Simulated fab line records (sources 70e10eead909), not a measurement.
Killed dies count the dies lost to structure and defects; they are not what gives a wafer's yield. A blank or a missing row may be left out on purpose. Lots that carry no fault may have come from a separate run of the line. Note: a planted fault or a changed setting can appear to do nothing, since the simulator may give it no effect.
Matching of chambers | flow nandHarc | NHARC_A_M1_DESCUM_14 on rieDiel-03: 4 sister chambers
The step chemistry O2, time 3 s. 8 wafers are shown with their chamber, then 12 later ones without.

== WAFERS, EACH WITH ITS CHAMBER ==
wafer  | chamber | showerheadPlenumPTorr (Torr) | drypumpMotorCurrentA (A)
L080.4 | 0       | 1.88                         | 5.00
L083.2 | 0       | 1.87                         | 5.02
L081.5 | 1       | 1.78                         | 5.72
L086.5 | 3       | 1.98                         | 5.47
L086.6 | 2       | 1.78                         | 5.36
L085.1 | 3       | 1.98                         | 5.45
L085.4 | 1       | 1.78                         | 5.72
L085.6 | 2       | 1.78                         | 5.33

== WAFERS WITHOUT THEIR CHAMBER ==
wafer  | showerheadPlenumPTorr (Torr) | drypumpMotorCurrentA (A)
L090.2 | 1.87                         | 5.01
L090.4 | 1.78                         | 5.71
L090.5 | 1.98                         | 5.46
L091.2 | 1.78                         | 5.36
L091.3 | 1.78                         | 5.74
L091.5 | 1.78                         | 5.72
L095.2 | 1.98                         | 5.44
L095.3 | 1.78                         | 5.36
L095.6 | 1.98                         | 5.40
L096.2 | 1.78                         | 5.69
L096.3 | 1.98                         | 5.54
L096.4 | 1.87                         | 5.00

== THE CHAMBER EACH PASSED THROUGH ==
wafer  | from the rows above | in truth
L090.2 | 0                   | 0
L090.4 | 1                   | 1
L090.5 | 3                   | 3
L091.2 | 2                   | 2
L091.3 | 1                   | 1
L091.5 | 1                   | 1
L095.2 | 3                   | 3
L095.3 | 2                   | 2
L095.6 | 3                   | 3
L096.2 | 1                   | 1
L096.3 | 3                   | 3
L096.4 | 0                   | 0
Correct placement for 12 of the 12. Number that these rows cannot place: 0. Number placed wrongly: 0.
How it was worked out, from the rows above alone: a wafer's distance from a chamber is the root of the sum, over the readings, of the square of ((its reading less the chamber's mean) divided by the reading's scatter). If the next closest chamber is less than 2 further off than the closest, the wafer can't be placed; otherwise it belongs to the closest. The mean given for a chamber averages the wafers shown for that chamber. The scatter: take each reading less its chamber's mean, square it, sum over the shown wafers, divide by the number of wafers less the number of chambers, and take the root.
